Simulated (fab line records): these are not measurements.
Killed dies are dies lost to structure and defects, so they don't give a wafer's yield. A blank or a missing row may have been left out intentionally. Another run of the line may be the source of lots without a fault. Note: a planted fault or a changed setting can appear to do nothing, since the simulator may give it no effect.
Split-lot trial / flow n5-finfet / route with 1938 steps; 7 lots, 21 wafers read

THE SPLIT ITSELF
At N5_BEOL_M4_COAT_67 (time 60 s, resist thk 60 nm), the setting spin-rpm was moved away from the recipe's 1500 rpm on 8 of the 21 wafers read, by -9.7% to +10.1%. The other wafers ran this setting at the recipe's value.

FROM THE SPLIT TO THE READING: what the file shows between them, 7 steps
- N5_BEOL_M4_EXPOSE_25: exposes mask V3, defocus 5 nm (also split here: dose-mj)
- N5_BEOL_M4_PEB_26: peb time 60 s
- N5_BEOL_M4_DEVELOP_27: develop time 30 s
- N5_BEOL_M4_CD_MEAS_28: target cd 26.2 nm, target cd y 24.1 nm
- N5_BEOL_M4_ETCH_70: etches SOC in N2/H2, target depth 80 nm, overetch 24 nm, time 130 s (also split here: h2-flow-sccm)
- N5_BEOL_M4_STRIP_71: strips in N2/H2
- N5_BEOL_M4_STRIP_78: strips in N2/H2

THE READING
SOC_of_BEOL_M4_COAT_67.thk-nm (the simulator's own value, which no gauge read), in nm, at N5_BEOL_M4_VIA_ETCH_34 (etches the open film in C4F6/O2, target depth 69.4 nm, time 65.9 s). The file gives no usual value for it. Across the 13 wafers here that went through the recipe, the average is 51.9 nm and the standard deviation 0.24 nm.

wafer=L074.1; tool, chamber at the split=litho-track-05, 0; spin-rpm as run, rpm=1500; against the recipe=recipe; SOC_of_BEOL_M4_COAT_67.thk-nm, nm=52.4; against lot-mates on the recipe=-
wafer=L074.2; tool, chamber at the split=litho-track-05, 0; spin-rpm as run, rpm=1500; against the recipe=recipe; SOC_of_BEOL_M4_COAT_67.thk-nm, nm=51.8; against lot-mates on the recipe=-
wafer=L074.4; tool, chamber at the split=litho-track-05, 0; spin-rpm as run, rpm=1410; against the recipe=-6.0%; SOC_of_BEOL_M4_COAT_67.thk-nm, nm=53.8; against lot-mates on the recipe=+1.7
wafer=L081.3; tool, chamber at the split=litho-track-03, 0; spin-rpm as run, rpm=1500; against the recipe=recipe; SOC_of_BEOL_M4_COAT_67.thk-nm, nm=51.6; against lot-mates on the recipe=-
wafer=L081.4; tool, chamber at the split=litho-track-03, 0; spin-rpm as run, rpm=1500; against the recipe=recipe; SOC_of_BEOL_M4_COAT_67.thk-nm, nm=51.6; against lot-mates on the recipe=-
wafer=L081.6; tool, chamber at the split=litho-track-03, 0; spin-rpm as run, rpm=1500; against the recipe=recipe; SOC_of_BEOL_M4_COAT_67.thk-nm, nm=51.4; against lot-mates on the recipe=-
wafer=L083.1; tool, chamber at the split=litho-track-01, 0; spin-rpm as run, rpm=1355; against the recipe=-9.7%; SOC_of_BEOL_M4_COAT_67.thk-nm, nm=55; against lot-mates on the recipe=+3.0
wafer=L083.5; tool, chamber at the split=litho-track-01, 0; spin-rpm as run, rpm=1355; against the recipe=-9.7%; SOC_of_BEOL_M4_COAT_67.thk-nm, nm=55; against lot-mates on the recipe=+3.0
wafer=L083.6; tool, chamber at the split=litho-track-01, 0; spin-rpm as run, rpm=1500; against the recipe=recipe; SOC_of_BEOL_M4_COAT_67.thk-nm, nm=52; against lot-mates on the recipe=-
wafer=L092.1; tool, chamber at the split=litho-track-03, 0; spin-rpm as run, rpm=1500; against the recipe=recipe; SOC_of_BEOL_M4_COAT_67.thk-nm, nm=51.8; against lot-mates on the recipe=-
wafer=L092.3; tool, chamber at the split=litho-track-03, 0; spin-rpm as run, rpm=1362; against the recipe=-9.2%; SOC_of_BEOL_M4_COAT_67.thk-nm, nm=55; against lot-mates on the recipe=+3.1
wafer=L092.4; tool, chamber at the split=litho-track-03, 0; spin-rpm as run, rpm=1500; against the recipe=recipe; SOC_of_BEOL_M4_COAT_67.thk-nm, nm=52; against lot-mates on the recipe=-
wafer=L091.3; tool, chamber at the split=litho-track-01, 0; spin-rpm as run, rpm=1402; against the recipe=-6.5%; SOC_of_BEOL_M4_COAT_67.thk-nm, nm=53.8; against lot-mates on the recipe=+1.8
wafer=L091.4; tool, chamber at the split=litho-track-01, 0; spin-rpm as run, rpm=1402; against the recipe=-6.5%; SOC_of_BEOL_M4_COAT_67.thk-nm, nm=54.2; against lot-mates on the recipe=+2.2
wafer=L091.5; tool, chamber at the split=litho-track-01, 0; spin-rpm as run, rpm=1500; against the recipe=recipe; SOC_of_BEOL_M4_COAT_67.thk-nm, nm=52; against lot-mates on the recipe=-
wafer=L095.1; tool, chamber at the split=litho-track-01, 0; spin-rpm as run, rpm=1651; against the recipe=+10.1%; SOC_of_BEOL_M4_COAT_67.thk-nm, nm=49.2; against lot-mates on the recipe=-2.6
wafer=L095.3; tool, chamber at the split=litho-track-01, 0; spin-rpm as run, rpm=1500; against the recipe=recipe; SOC_of_BEOL_M4_COAT_67.thk-nm, nm=51.8; against lot-mates on the recipe=-
wafer=L095.5; tool, chamber at the split=litho-track-01, 0; spin-rpm as run, rpm=1651; against the recipe=+10.1%; SOC_of_BEOL_M4_COAT_67.thk-nm, nm=49.4; against lot-mates on the recipe=-2.4
wafer=L097.1; tool, chamber at the split=litho-track-01, 0; spin-rpm as run, rpm=1500; against the recipe=recipe; SOC_of_BEOL_M4_COAT_67.thk-nm, nm=52; against lot-mates on the recipe=-
wafer=L097.2; tool, chamber at the split=litho-track-01, 0; spin-rpm as run, rpm=1500; against the recipe=recipe; SOC_of_BEOL_M4_COAT_67.thk-nm, nm=52; against lot-mates on the recipe=-
wafer=L097.3; tool, chamber at the split=litho-track-01, 0; spin-rpm as run, rpm=1500; against the recipe=recipe; SOC_of_BEOL_M4_COAT_67.thk-nm, nm=51.8; against lot-mates on the recipe=-

THE FIT
A straight line over all 21 wafers: SOC_of_BEOL_M4_COAT_67.thk-nm changes by -0.298 nm for each +1% of spin-rpm; r = -0.99; the points scatter about the line by 0.27 nm.
The same after taking each lot's own level away (the mean of its wafers on the recipe; 21 wafers): -0.287 nm for each +1%; r = -0.99; scatter 0.21 nm.
That fit puts the effect of the largest move of spin-rpm on the reading at 2.9 nm.
The lots' own levels span 51.53 to 52.10 nm, that is 2.4 times the standard deviation above.
The two slopes are in agreement: the lot-to-lot level therefore moves the slope only a little.
Check: for one of the wafers moved furthest among these (+10.1%), held out of the fit, the line's prediction against its lot-mates is -2.87 nm. It came out at -2.6 nm against them.

THESE WAFERS: OTHER SPLITS
These wafers also went through other splits before the reading. Each is held against what the fit with the lots' levels taken away leaves over:
other split on the same wafers=N5_BEOL_M4_EXPOSE_25 dose-mj; wafers away from the commonest value=7; r with SOC_of_BEOL_M4_COAT_67.thk-nm (lot level and that fit taken away)=-0.08
other split on the same wafers=N5_BEOL_M4_ETCH_70 h2-flow-sccm; wafers away from the commonest value=6; r with SOC_of_BEOL_M4_COAT_67.thk-nm (lot level and that fit taken away)=+0.16

THE WHOLE CHAIN: every reading that the file lists as answering this split, in the file's order
step=N5_BEOL_M4_COAT_67; what it does=time 60 s, resist thk 60 nm; reading=SOC_of_BEOL_M4_COAT_67.thk-nm (the simulator's own value, which no gauge read); change (the file's fit)=-0.311 nm for each +1% of the setting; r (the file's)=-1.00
step=N5_BEOL_M4_ETCH_70; what it does=etches SOC in N2/H2, target depth 80 nm, overetch 24 nm, time 130 s; reading=etch.depth-nm (the simulator's own value, which no gauge read); change (the file's fit)=-0.308 nm for each +1% of the setting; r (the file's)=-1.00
step=N5_BEOL_M4_VIA_ETCH_34; what it does=etches the open film in C4F6/O2, target depth 69.4 nm, time 65.9 s; reading=SOC_of_BEOL_M4_COAT_67.thk-nm (the simulator's own value, which no gauge read); change (the file's fit)=-0.296 nm for each +1% of the setting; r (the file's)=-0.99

FILE'S OWN FIT
SOC_of_BEOL_M4_COAT_67.thk-nm changes by -0.296 nm for each +1% of spin-rpm, r = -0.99.
